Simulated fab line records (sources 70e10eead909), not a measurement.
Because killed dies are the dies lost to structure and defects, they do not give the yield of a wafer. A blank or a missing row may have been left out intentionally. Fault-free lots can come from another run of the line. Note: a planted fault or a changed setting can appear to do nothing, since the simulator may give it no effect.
fab line records :: flow nand-harc
record
  lots=14
  wafers=42
  last-day=33
route steps=1302 shown P_BONDPAD@380 A_SOURCE_PLATE@416 A_ONON_D1@432
lots untouched by any fault: they come from a run of this same line in which no faults occurred
start-h: the number of hours between the record's first day and the start of the first shown wafer of the lot :: wait-h: hours from the lot's prior step to this one :: " same as the row above :: L1.1+2: a single row standing in for several wafers :: - no value present, or no start provided :: * or withheld: withheld :: < > ~ a bound
route shown NAME@n: names a module that has steps shown in the file, with the first one's number in the route :: usual: mean/standard deviation of fault-free wafers :: same: alike in all rows :: chamber/n: place in a boat :: sites: readings site by site :: _std_site: the standard deviation of these :: _edge_site: mean of outer sites minus mean of inner sites :: radius-mm: how far each site lies from the wafer's centre :: mask NAME#n: copy n :: behind: the last tool/chamber to shape the wafer :: hold: the reason the lot was held/the length of the hold in hours/how it ended :: device: which transistor (n, p or np) failed to switch :: end of line: tests run on the same wafers once the route is complete :: for a step that has no rows: nothing shown but its recipe :: killed: dies that structure and defects cost at the first sort, which is not the same as the wafer's yield :: map: a wafer's dies, x killed, . not, _ none there
set.NAME: the setting the step ran with; set.NAME@STEP: the setting that earlier step ran with :: model.NAME: the simulator's own value behind a step, which no gauge read
the route's steps for a sample of lots (tables are steps, rows are wafers)
services: when a tool's chamber went out of use (start-h, in hours from the record's first day, below 0 if earlier), for how many hours, and the reason
## steps
# step NHARC_P_BONDPAD_CMP_19
# recipe
  t-overpolish-s=30
  cu-recess-touch-s=16
  target-thk-nm=160.81
# usual
  motor-current-A=12.3/0.71
  overpolish-run-s=30.000/0.009
# same
  cu-recess-touch-s=16
lot.wafer: L522.3
tool: cmp-01
chamber: 0
start-h: 138.47
wait-h: -
motor-current-A: 13.2
overpolish-run-s: 29.998

lot.wafer: L522.1
tool: cmp-01
chamber: 1
start-h: 138.47
wait-h: -
motor-current-A: 12.2
overpolish-run-s: 30.015

lot.wafer: L522.6
tool: cmp-01
chamber: 2
start-h: 138.47
wait-h: -
motor-current-A: 12.4
overpolish-run-s: 30.005

lot.wafer: L524.2
tool: cmp-01
chamber: 3
start-h: 156.79
wait-h: -
motor-current-A: 12.5
overpolish-run-s: 29.996

lot.wafer: L524.3
tool: cmp-01
chamber: 1
start-h: 156.79
wait-h: -
motor-current-A: 12.3
overpolish-run-s: 30.011

lot.wafer: L524.4
tool: cmp-01
chamber: 2
start-h: 156.79
wait-h: -
motor-current-A: 11.7
overpolish-run-s: 29.994

lot.wafer: L523.3
tool: cmp-02
chamber: 2
start-h: 157.68
wait-h: -
motor-current-A: 12.0
overpolish-run-s: 29.987

lot.wafer: L523.6
tool: cmp-02
chamber: 1
start-h: 157.68
wait-h: -
motor-current-A: 12.4
overpolish-run-s: 29.980

lot.wafer: L523.5
tool: cmp-02
chamber: 2
start-h: 157.68
wait-h: -
motor-current-A: 11.9
overpolish-run-s: 30.006

lot.wafer: L525.4
tool: cmp-02
chamber: 2
start-h: 169.41
wait-h: -
motor-current-A: 11.9
overpolish-run-s: 30.010

lot.wafer: L525.3
tool: cmp-02
chamber: 3
start-h: 169.41
wait-h: -
motor-current-A: 10.3
overpolish-run-s: 29.997

lot.wafer: L525.5
tool: cmp-02
chamber: 2
start-h: 169.41
wait-h: -
motor-current-A: 11.9
overpolish-run-s: 29.998

lot.wafer: L528.4
tool: cmp-02
chamber: 2
start-h: 201.71
wait-h: -
motor-current-A: 11.7
overpolish-run-s: 29.983

lot.wafer: L528.1
tool: cmp-02
chamber: 1
start-h: 201.71
wait-h: -
motor-current-A: 12.7
overpolish-run-s: 30.003

lot.wafer: L528.5
tool: cmp-02
chamber: 2
start-h: 201.71
wait-h: -
motor-current-A: 11.5
overpolish-run-s: 30.004

lot.wafer: L529.1
tool: cmp-01
chamber: 0
start-h: 206.72
wait-h: -
motor-current-A: 12.8
overpolish-run-s: 29.996

lot.wafer: L529.4
tool: cmp-01
chamber: 1
start-h: 206.72
wait-h: -
motor-current-A: 12.4
overpolish-run-s: 29.989

lot.wafer: L529.6
tool: cmp-01
chamber: 0
start-h: 206.72
wait-h: -
motor-current-A: 12.3
overpolish-run-s: 29.992

lot.wafer: L530.2
tool: cmp-04
chamber: 1
start-h: 218.83
wait-h: -
motor-current-A: 12.7
overpolish-run-s: 29.998

lot.wafer: L530.5
tool: cmp-04
chamber: 2
start-h: 218.83
wait-h: -
motor-current-A: 12.4
overpolish-run-s: 29.995

lot.wafer: L530.6
tool: cmp-04
chamber: 3
start-h: 218.83
wait-h: -
motor-current-A: 13.2
overpolish-run-s: 29.994

lot.wafer: L534.4
tool: cmp-02
chamber: 1
start-h: 261.12
wait-h: -
motor-current-A: 12.6
overpolish-run-s: 30.007

lot.wafer: L534.2
tool: cmp-02
chamber: 2
start-h: 261.12
wait-h: -
motor-current-A: 11.7
overpolish-run-s: 29.996

lot.wafer: L534.3
tool: cmp-02
chamber: 0
start-h: 261.12
wait-h: -
motor-current-A: 12.9
overpolish-run-s: 30.004

lot.wafer: L535.2
tool: cmp-01
chamber: 2
start-h: 267.08
wait-h: -
motor-current-A: 12.7
overpolish-run-s: 29.996

lot.wafer: L535.3
tool: cmp-01
chamber: 3
start-h: 267.08
wait-h: -
motor-current-A: 12.4
overpolish-run-s: 30.013

lot.wafer: L535.4
tool: cmp-01
chamber: 1
start-h: 267.08
wait-h: -
motor-current-A: 11.3
overpolish-run-s: 30.010

lot.wafer: L538.1
tool: cmp-01
chamber: 1
start-h: 302.76
wait-h: -
motor-current-A: 11.8
overpolish-run-s: 30.007

lot.wafer: L538.4
tool: cmp-01
chamber: 3
start-h: 302.76
wait-h: -
motor-current-A: 12.6
overpolish-run-s: 30.009

lot.wafer: L538.6
tool: cmp-01
chamber: 2
start-h: 302.76
wait-h: -
motor-current-A: 12.0
overpolish-run-s: 30.001

lot.wafer: L542.2
tool: cmp-01
chamber: 3
start-h: 347.10
wait-h: -
motor-current-A: 12.2
overpolish-run-s: 30.004

lot.wafer: L542.3
tool: cmp-01
chamber: 0
start-h: 347.10
wait-h: -
motor-current-A: 12.5
overpolish-run-s: 29.995

lot.wafer: L542.5
tool: cmp-01
chamber: 2
start-h: 347.10
wait-h: -
motor-current-A: 12.1
overpolish-run-s: 30.009

lot.wafer: L543.3
tool: cmp-01
chamber: 2
start-h: 357.64
wait-h: -
motor-current-A: 12.2
overpolish-run-s: 29.987

lot.wafer: L543.5
tool: cmp-01
chamber: 3
start-h: 357.64
wait-h: -
motor-current-A: 11.3
overpolish-run-s: 29.991

lot.wafer: L543.6
tool: cmp-01
chamber: 0
start-h: 357.64
wait-h: -
motor-current-A: 13.0
overpolish-run-s: 29.994

lot.wafer: L544.3
tool: cmp-04
chamber: 3
start-h: 360.60
wait-h: -
motor-current-A: 12.3
overpolish-run-s: 29.987

lot.wafer: L544.2
tool: cmp-04
chamber: 0
start-h: 360.60
wait-h: -
motor-current-A: 12.5
overpolish-run-s: 30.005

lot.wafer: L544.6
tool: cmp-04
chamber: 0
start-h: 360.60
wait-h: -
motor-current-A: 12.5
overpolish-run-s: 30.002

lot.wafer: L545.3
tool: cmp-04
chamber: 2
start-h: 367.30
wait-h: -
motor-current-A: 12.2
overpolish-run-s: 29.992

lot.wafer: L545.6
tool: cmp-04
chamber: 2
start-h: 367.30
wait-h: -
motor-current-A: 12.1
overpolish-run-s: 29.997

lot.wafer: L545.5
tool: cmp-04
chamber: 3
start-h: 367.30
wait-h: -
motor-current-A: 12.6
overpolish-run-s: 29.998
# step NHARC_A_SOURCE_PLATE_THK_MEAS_09
# recipe
  thk-meas-gauge=ellipsometry
# usual
  thk-nm=9.7/1
lot.wafer: L522.1
tool: film-metro-01
chamber: -
start-h: 148.50
wait-h: 0.4
thk-nm: 8.8

lot.wafer: L522.3
tool: film-metro-01
chamber: -
start-h: 148.50
wait-h: 0.4
thk-nm: 10.9

lot.wafer: L522.6
tool: film-metro-01
chamber: -
start-h: 148.50
wait-h: 0.4
thk-nm: 10.6

lot.wafer: L524.2
tool: film-metro-01
chamber: -
start-h: 166.89
wait-h: 0.4
thk-nm: 10.2

lot.wafer: L524.3
tool: film-metro-01
chamber: -
start-h: 166.89
wait-h: 0.4
thk-nm: 9.5

lot.wafer: L524.4
tool: film-metro-01
chamber: -
start-h: 166.89
wait-h: 0.4
thk-nm: 10.1

lot.wafer: L523.3
tool: film-metro-02
chamber: -
start-h: 166.89
wait-h: 0.4
thk-nm: 10.4

lot.wafer: L523.5
tool: film-metro-02
chamber: -
start-h: 166.89
wait-h: 0.4
thk-nm: 9.6

lot.wafer: L523.6
tool: film-metro-02
chamber: -
start-h: 166.89
wait-h: 0.4
thk-nm: 9.3

lot.wafer: L525.3
tool: film-metro-02
chamber: -
start-h: 179.94
wait-h: 0.4
thk-nm: 11.4

lot.wafer: L525.4
tool: film-metro-02
chamber: -
start-h: 179.94
wait-h: 0.4
thk-nm: 9.0

lot.wafer: L525.5
tool: film-metro-02
chamber: -
start-h: 179.94
wait-h: 0.4
thk-nm: 8.8

lot.wafer: L528.1
tool: film-metro-01
chamber: -
start-h: 212.50
wait-h: 0.4
thk-nm: 10.5

lot.wafer: L528.4
tool: film-metro-01
chamber: -
start-h: 212.50
wait-h: 0.4
thk-nm: 8.2

lot.wafer: L528.5
tool: film-metro-01
chamber: -
start-h: 212.50
wait-h: 0.4
thk-nm: 10.8

lot.wafer: L529.1
tool: film-metro-02
chamber: -
start-h: 217.29
wait-h: 0.4
thk-nm: 10.7

lot.wafer: L529.4
tool: film-metro-02
chamber: -
start-h: 217.29
wait-h: 0.4
thk-nm: 11.7

lot.wafer: L529.6
tool: film-metro-02
chamber: -
start-h: 217.29
wait-h: 0.4
thk-nm: 9.7

lot.wafer: L530.2
tool: film-metro-01
chamber: -
start-h: 229.39
wait-h: 0.4
thk-nm: 9.5

lot.wafer: L530.5
tool: film-metro-01
chamber: -
start-h: 229.39
wait-h: 0.4
thk-nm: 10.4

lot.wafer: L530.6
tool: film-metro-01
chamber: -
start-h: 229.39
wait-h: 0.4
thk-nm: 9.2

lot.wafer: L534.2
tool: film-metro-02
chamber: -
start-h: 271.86
wait-h: 0.4
thk-nm: 9.0

lot.wafer: L534.3
tool: film-metro-02
chamber: -
start-h: 271.86
wait-h: 0.4
thk-nm: 10.5

lot.wafer: L534.4
tool: film-metro-02
chamber: -
start-h: 271.86
wait-h: 0.4
thk-nm: 10.1

lot.wafer: L535.2
tool: film-metro-01
chamber: -
start-h: 277.58
wait-h: 0.4
thk-nm: 7.4

lot.wafer: L535.3
tool: film-metro-01
chamber: -
start-h: 277.58
wait-h: 0.4
thk-nm: 9.5

lot.wafer: L535.4
tool: film-metro-01
chamber: -
start-h: 277.58
wait-h: 0.4
thk-nm: 9.4

lot.wafer: L538.1
tool: film-metro-01
chamber: -
start-h: 312.03
wait-h: 0.4
thk-nm: 10.1

lot.wafer: L538.4
tool: film-metro-01
chamber: -
start-h: 312.03
wait-h: 0.4
thk-nm: 10.0

lot.wafer: L538.6
tool: film-metro-01
chamber: -
start-h: 312.03
wait-h: 0.4
thk-nm: 7.3

lot.wafer: L542.2
tool: film-metro-01
chamber: -
start-h: 357.18
wait-h: 0.4
thk-nm: 7.4

lot.wafer: L542.3
tool: film-metro-01
chamber: -
start-h: 357.18
wait-h: 0.4
thk-nm: 9.8

lot.wafer: L542.5
tool: film-metro-01
chamber: -
start-h: 357.18
wait-h: 0.4
thk-nm: 9.6

lot.wafer: L544.2
tool: film-metro-02
chamber: -
start-h: 368.28
wait-h: 0.4
thk-nm: 8.6

lot.wafer: L544.3
tool: film-metro-02
chamber: -
start-h: 368.28
wait-h: 0.4
thk-nm: 9.1

lot.wafer: L544.6
tool: film-metro-02
chamber: -
start-h: 368.28
wait-h: 0.4
thk-nm: 8.9

lot.wafer: L543.3
tool: film-metro-01
chamber: -
start-h: 368.28
wait-h: 0.4
thk-nm: 9.4

lot.wafer: L543.5
tool: film-metro-01
chamber: -
start-h: 368.28
wait-h: 0.4
thk-nm: 8.8

lot.wafer: L543.6
tool: film-metro-01
chamber: -
start-h: 368.28
wait-h: 0.4
thk-nm: 7.6

lot.wafer: L545.3
tool: film-metro-01
chamber: -
start-h: 379.35
wait-h: 0.4
thk-nm: 11.1

lot.wafer: L545.5
tool: film-metro-01
chamber: -
start-h: 379.35
wait-h: 0.4
thk-nm: 10.1

lot.wafer: L545.6
tool: film-metro-01
chamber: -
start-h: 379.35
wait-h: 0.4
thk-nm: 11.3
# step NHARC_A_ONON_D1_DEP_12
# recipe
  target-thk-a=10000
  n2-flow-sccm=2750
  n2o-flow-sccm=2000
  nh3-flow-sccm=500
  sih4-flow-sccm=210
  temp-c=400
lot.wafer: L522.1+3+6
tool: pecvd-onon-04
chamber: 0
start-h: 163.30
wait-h: 0.1

lot.wafer: L524.2+3+4
tool: pecvd-onon-01
chamber: 0
start-h: 181.74
wait-h: 0.1

lot.wafer: L523.3+5+6
tool: pecvd-onon-04
chamber: 0
start-h: 181.78
wait-h: 0.2

lot.wafer: L525.3+4+5
tool: pecvd-onon-04
chamber: 0
start-h: 195.06
wait-h: 0.2

lot.wafer: L528.1+4+5
tool: pecvd-onon-04
chamber: 0
start-h: 229.65
wait-h: 0.1

lot.wafer: L529.1+4+6
tool: pecvd-onon-04
chamber: 0
start-h: 233.22
wait-h: 0.1

lot.wafer: L530.2+5+6
tool: pecvd-onon-03
chamber: 0
start-h: 245.87
wait-h: 0.1

lot.wafer: L534.2+3+4
tool: pecvd-onon-04
chamber: 0
start-h: 287.31
wait-h: 0.1

lot.wafer: L535.2+3+4
tool: pecvd-onon-04
chamber: 0
start-h: 292.95
wait-h: 0.1

lot.wafer: L538.1+4+6
tool: pecvd-onon-01
chamber: 0
start-h: 329.18
wait-h: 0.1

lot.wafer: L542.2+3+5
tool: pecvd-onon-03
chamber: 0
start-h: 373.58
wait-h: 0.1

lot.wafer: L544.2+3+6
tool: pecvd-onon-03
chamber: 0
start-h: 383.84
wait-h: 0.1

lot.wafer: L543.3+5+6
tool: pecvd-onon-04
chamber: 0
start-h: 383.89
wait-h: 0.2

lot.wafer: L545.3+5+6
tool: pecvd-onon-04
chamber: 0
start-h: 395.33
wait-h: 0.2
# step NHARC_A_ONON_D1_THK_MEAS_14
# recipe
  thk-meas-gauge=ellipsometry
# usual
  thk-nm=999/9.8
lot.wafer: L522.1
tool: film-metro-01
chamber: -
start-h: 163.81
wait-h: -
hold: -
thk-nm: 996

lot.wafer: L522.3
tool: film-metro-01
chamber: -
start-h: 163.81
wait-h: -
hold: -
thk-nm: 994

lot.wafer: L522.6
tool: film-metro-01
chamber: -
start-h: 163.81
wait-h: -
hold: -
thk-nm: 996

lot.wafer: L523.3
tool: film-metro-01
chamber: -
start-h: 182.20
wait-h: -
hold: -
thk-nm: 990

lot.wafer: L523.5
tool: film-metro-01
chamber: -
start-h: 182.20
wait-h: -
hold: -
thk-nm: 991

lot.wafer: L523.6
tool: film-metro-01
chamber: -
start-h: 182.20
wait-h: -
hold: -
thk-nm: 991

lot.wafer: L524.2
tool: film-metro-01
chamber: -
start-h: 182.21
wait-h: -
hold: -
thk-nm: 992

lot.wafer: L524.3
tool: film-metro-01
chamber: -
start-h: 182.21
wait-h: -
hold: -
thk-nm: 992

lot.wafer: L524.4
tool: film-metro-01
chamber: -
start-h: 182.21
wait-h: -
hold: -
thk-nm: 992

lot.wafer: L525.3
tool: film-metro-01
chamber: -
start-h: 195.45
wait-h: -
hold: -
thk-nm: 991

lot.wafer: L525.4
tool: film-metro-01
chamber: -
start-h: 195.45
wait-h: -
hold: -
thk-nm: 993

lot.wafer: L525.5
tool: film-metro-01
chamber: -
start-h: 195.45
wait-h: -
hold: -
thk-nm: 993

lot.wafer: L528.1
tool: film-metro-01
chamber: -
start-h: 230.16
wait-h: -
hold: -
thk-nm: 991

lot.wafer: L528.4
tool: film-metro-01
chamber: -
start-h: 230.16
wait-h: -
hold: -
thk-nm: 993

lot.wafer: L528.5
tool: film-metro-01
chamber: -
start-h: 230.16
wait-h: -
hold: -
thk-nm: 991

lot.wafer: L529.1
tool: film-metro-01
chamber: -
start-h: 233.74
wait-h: -
hold: -
thk-nm: 999

lot.wafer: L529.4
tool: film-metro-01
chamber: -
start-h: 233.74
wait-h: -
hold: -
thk-nm: 998

lot.wafer: L529.6
tool: film-metro-01
chamber: -
start-h: 233.74
wait-h: -
hold: -
thk-nm: 997

lot.wafer: L530.2
tool: film-metro-02
chamber: -
start-h: 246.32
wait-h: -
hold: -
thk-nm: 1007

lot.wafer: L530.5
tool: film-metro-02
chamber: -
start-h: 246.32
wait-h: -
hold: -
thk-nm: 1007

lot.wafer: L530.6
tool: film-metro-02
chamber: -
start-h: 246.32
wait-h: -
hold: -
thk-nm: 1008

lot.wafer: L534.2
tool: film-metro-02
chamber: -
start-h: 287.76
wait-h: -
hold: await-dispo/0.2h/release
thk-nm: 1579

lot.wafer: L534.3
tool: film-metro-02
chamber: -
start-h: 287.76
wait-h: -
hold: await-dispo/0.2h/release
thk-nm: 1578

lot.wafer: L534.4
tool: film-metro-02
chamber: -
start-h: 287.76
wait-h: -
hold: await-dispo/0.2h/release
thk-nm: 1577

lot.wafer: L534.2
tool: film-metro-02
chamber: -
start-h: 287.93
wait-h: 0.2
hold: -
thk-nm: 1581

lot.wafer: L534.3
tool: film-metro-02
chamber: -
start-h: 287.93
wait-h: 0.2
hold: -
thk-nm: 1579

lot.wafer: L534.4
tool: film-metro-02
chamber: -
start-h: 287.93
wait-h: 0.2
hold: -
thk-nm: 1578

lot.wafer: L535.2
tool: film-metro-01
chamber: -
start-h: 293.41
wait-h: -
hold: await-dispo/0.2h/release
thk-nm: 1574

lot.wafer: L535.3
tool: film-metro-01
chamber: -
start-h: 293.41
wait-h: -
hold: await-dispo/0.2h/release
thk-nm: 1574

lot.wafer: L535.4
tool: film-metro-01
chamber: -
start-h: 293.41
wait-h: -
hold: await-dispo/0.2h/release
thk-nm: 1574

lot.wafer: L535.2
tool: film-metro-01
chamber: -
start-h: 293.58
wait-h: 0.2
hold: -
thk-nm: 1575

lot.wafer: L535.3
tool: film-metro-01
chamber: -
start-h: 293.58
wait-h: 0.2
hold: -
thk-nm: 1572

lot.wafer: L535.4
tool: film-metro-01
chamber: -
start-h: 293.58
wait-h: 0.2
hold: -
thk-nm: 1576

lot.wafer: L538.1
tool: film-metro-01
chamber: -
start-h: 329.70
wait-h: -
hold: -
thk-nm: 1020

lot.wafer: L538.4
tool: film-metro-01
chamber: -
start-h: 329.70
wait-h: -
hold: -
thk-nm: 1021

lot.wafer: L538.6
tool: film-metro-01
chamber: -
start-h: 329.70
wait-h: -
hold: -
thk-nm: 1020

lot.wafer: L542.2
tool: film-metro-01
chamber: -
start-h: 374.04
wait-h: -
hold: -
thk-nm: 1002

lot.wafer: L542.3
tool: film-metro-01
chamber: -
start-h: 374.04
wait-h: -
hold: -
thk-nm: 1004

lot.wafer: L542.5
tool: film-metro-01
chamber: -
start-h: 374.04
wait-h: -
hold: -
thk-nm: 1003

lot.wafer: L543.3
tool: film-metro-01
chamber: -
start-h: 384.28
wait-h: -
hold: -
thk-nm: 1003

lot.wafer: L543.5
tool: film-metro-01
chamber: -
start-h: 384.28
wait-h: -
hold: -
thk-nm: 1004

lot.wafer: L543.6
tool: film-metro-01
chamber: -
start-h: 384.28
wait-h: -
hold: -
thk-nm: 1004

lot.wafer: L544.2
tool: film-metro-01
chamber: -
start-h: 384.29
wait-h: -
hold: -
thk-nm: 982

lot.wafer: L544.3
tool: film-metro-01
chamber: -
start-h: 384.29
wait-h: -
hold: -
thk-nm: 982

lot.wafer: L544.6
tool: film-metro-01
chamber: -
start-h: 384.29
wait-h: -
hold: -
thk-nm: 981

lot.wafer: L545.3
tool: film-metro-01
chamber: -
start-h: 395.73
wait-h: -
hold: -
thk-nm: 994

lot.wafer: L545.5
tool: film-metro-01
chamber: -
start-h: 395.73
wait-h: -
hold: -
thk-nm: 994

lot.wafer: L545.6
tool: film-metro-01
chamber: -
start-h: 395.73
wait-h: -
hold: -
thk-nm: 991
# step NHARC_A_ONON_D1_INSPECT_32
# usual
  raw-defect-count=73/26
lot.wafer: L522.1
tool: defect-inspect-01
chamber: -
start-h: 174.36
wait-h: 0.0
raw-defect-count: 62

lot.wafer: L522.3
tool: defect-inspect-01
chamber: -
start-h: 174.36
wait-h: 0.0
raw-defect-count: 114

lot.wafer: L522.6
tool: defect-inspect-01
chamber: -
start-h: 174.36
wait-h: 0.0
raw-defect-count: 55

lot.wafer: L523.3
tool: defect-inspect-02
chamber: -
start-h: 193.17
wait-h: 0.0
raw-defect-count: 74

lot.wafer: L523.5
tool: defect-inspect-02
chamber: -
start-h: 193.17
wait-h: 0.0
raw-defect-count: 64

lot.wafer: L523.6
tool: defect-inspect-02
chamber: -
start-h: 193.17
wait-h: 0.0
raw-defect-count: 59

lot.wafer: L524.2
tool: defect-inspect-01
chamber: -
start-h: 193.23
wait-h: 0.0
raw-defect-count: 134

lot.wafer: L524.3
tool: defect-inspect-01
chamber: -
start-h: 193.23
wait-h: 0.0
raw-defect-count: 100

lot.wafer: L524.4
tool: defect-inspect-01
chamber: -
start-h: 193.23
wait-h: 0.0
raw-defect-count: 71

lot.wafer: L525.3
tool: defect-inspect-01
chamber: -
start-h: 206.02
wait-h: 0.0
raw-defect-count: 61

lot.wafer: L525.4
tool: defect-inspect-01
chamber: -
start-h: 206.02
wait-h: 0.0
raw-defect-count: 35

lot.wafer: L525.5
tool: defect-inspect-01
chamber: -
start-h: 206.02
wait-h: 0.0
raw-defect-count: 53

lot.wafer: L528.1
tool: defect-inspect-02
chamber: -
start-h: 240.48
wait-h: 0.0
raw-defect-count: 33

lot.wafer: L528.4
tool: defect-inspect-02
chamber: -
start-h: 240.48
wait-h: 0.0
raw-defect-count: 29

lot.wafer: L528.5
tool: defect-inspect-02
chamber: -
start-h: 240.48
wait-h: 0.0
raw-defect-count: 54

lot.wafer: L529.1
tool: defect-inspect-01
chamber: -
start-h: 246.71
wait-h: 0.0
raw-defect-count: 81

lot.wafer: L529.4
tool: defect-inspect-01
chamber: -
start-h: 246.71
wait-h: 0.0
raw-defect-count: 86

lot.wafer: L529.6
tool: defect-inspect-01
chamber: -
start-h: 246.71
wait-h: 0.0
raw-defect-count: 100

lot.wafer: L530.2
tool: defect-inspect-01
chamber: -
start-h: 256.93
wait-h: 0.0
raw-defect-count: 65

lot.wafer: L530.5
tool: defect-inspect-01
chamber: -
start-h: 256.93
wait-h: 0.0
raw-defect-count: 40

lot.wafer: L530.6
tool: defect-inspect-01
chamber: -
start-h: 256.93
wait-h: 0.0
raw-defect-count: 49

lot.wafer: L538.1
tool: defect-inspect-02
chamber: -
start-h: 340.06
wait-h: 0.0
raw-defect-count: 51

lot.wafer: L538.4
tool: defect-inspect-02
chamber: -
start-h: 340.06
wait-h: 0.0
raw-defect-count: 68

lot.wafer: L538.6
tool: defect-inspect-02
chamber: -
start-h: 340.06
wait-h: 0.0
raw-defect-count: 28

lot.wafer: L542.2
tool: defect-inspect-02
chamber: -
start-h: 385.10
wait-h: 0.0
raw-defect-count: 103

lot.wafer: L542.3
tool: defect-inspect-02
chamber: -
start-h: 385.10
wait-h: 0.0
raw-defect-count: 112

lot.wafer: L542.5
tool: defect-inspect-02
chamber: -
start-h: 385.10
wait-h: 0.0
raw-defect-count: 137

lot.wafer: L543.3
tool: defect-inspect-02
chamber: -
start-h: 396.78
wait-h: 0.0
raw-defect-count: 54

lot.wafer: L543.5
tool: defect-inspect-02
chamber: -
start-h: 396.78
wait-h: 0.0
raw-defect-count: 54

lot.wafer: L543.6
tool: defect-inspect-02
chamber: -
start-h: 396.78
wait-h: 0.0
raw-defect-count: 62

lot.wafer: L544.2
tool: defect-inspect-01
chamber: -
start-h: 396.80
wait-h: 0.0
raw-defect-count: 33

lot.wafer: L544.3
tool: defect-inspect-01
chamber: -
start-h: 396.80
wait-h: 0.0
raw-defect-count: 91

lot.wafer: L544.6
tool: defect-inspect-01
chamber: -
start-h: 396.80
wait-h: 0.0
raw-defect-count: 72

lot.wafer: L545.3
tool: defect-inspect-01
chamber: -
start-h: 406.32
wait-h: 0.0
raw-defect-count: 123

lot.wafer: L545.5
tool: defect-inspect-01
chamber: -
start-h: 406.32
wait-h: 0.0
raw-defect-count: 105

lot.wafer: L545.6
tool: defect-inspect-01
chamber: -
start-h: 406.32
wait-h: 0.0
raw-defect-count: 115
## services
tool: cmp-01
chamber: -
start-h: 118.64
hours: 2.2
kind: repair

tool: pecvd-onon-04
chamber: -
start-h: 130.00
hours: 13.0
kind: pm

tool: cmp-04
chamber: -
start-h: 134.08
hours: 4.0
kind: pm

tool: cmp-02
chamber: -
start-h: 134.50
hours: 4.0
kind: pm

tool: cmp-01
chamber: -
start-h: 193.98
hours: 4.0
kind: pm

tool: cmp-02
chamber: -
start-h: 196.19
hours: 0.5
kind: repair

tool: cmp-01
chamber: -
start-h: 197.98
hours: -
kind: consumable-replace:conditioner

tool: cmp-01
chamber: -
start-h: 197.98
hours: -
kind: consumable-replace:pad

tool: cmp-01
chamber: -
start-h: 209.50
hours: 0.9
kind: repair

tool: pecvd-onon-03
chamber: -
start-h: 227.00
hours: 13.0
kind: pm

tool: cmp-04
chamber: -
start-h: 232.08
hours: 4.0
kind: pm

tool: cmp-02
chamber: -
start-h: 232.50
hours: 4.0
kind: pm

tool: cmp-01
chamber: -
start-h: 253.87
hours: 0.5
kind: repair

tool: pecvd-onon-01
chamber: -
start-h: 269.09
hours: 13.0
kind: pm

tool: cmp-02
chamber: -
start-h: 269.85
hours: 1.0
kind: repair

tool: cmp-01
chamber: -
start-h: 291.98
hours: 4.0
kind: pm

tool: pecvd-onon-04
chamber: -
start-h: 311.12
hours: 13.0
kind: pm

tool: cmp-01
chamber: -
start-h: 319.36
hours: 1.2
kind: repair

tool: pecvd-onon-03
chamber: -
start-h: 322.61
hours: 9.6
kind: repair

tool: cmp-04
chamber: -
start-h: 330.08
hours: 4.0
kind: pm

tool: cmp-02
chamber: -
start-h: 330.50
hours: 4.0
kind: pm

tool: cmp-02
chamber: -
start-h: 343.56
hours: 4.6
kind: repair

tool: cmp-01
chamber: -
start-h: 379.00
hours: 2.0
kind: repair

tool: cmp-01
chamber: -
start-h: 389.98
hours: 4.0
kind: pm
## key
first-sign
  step=NHARC_A_ONON_D1_THK_MEAS_14
  reading=visit
  direction=added
effect
  step=NHARC_A_ONON_D1_THK_MEAS_14
  reading=thk-nm
  direction=up
  sigmas=59
  usual=999
  struck=1576
met-at NHARC_A_ONON_D1_DEP_12
struck-lots L534,L535
scrapped-behind NHARC_A_ONON_D1_THK_MEAS_14 L534.2,L534.3,L534.4,L535.2,L535.3,L535.4
not-acting-at NHARC_P_BONDPAD_CMP_19,NHARC_A_SOURCE_PLATE_THK_MEAS_09,NHARC_A_ONON_D1_INSPECT_32
onset-between 233.22 287.31
fault
  kind=process-parameter-drift
  tool=pecvd-onon-04
  chamber=-
  onset-h=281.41
  steps=NHARC_A_ONON_D1_DEP_12
  channel=target-thk-a
  offset=*
  shape=step
  end-h=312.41
  acts-in=*
  stated=*
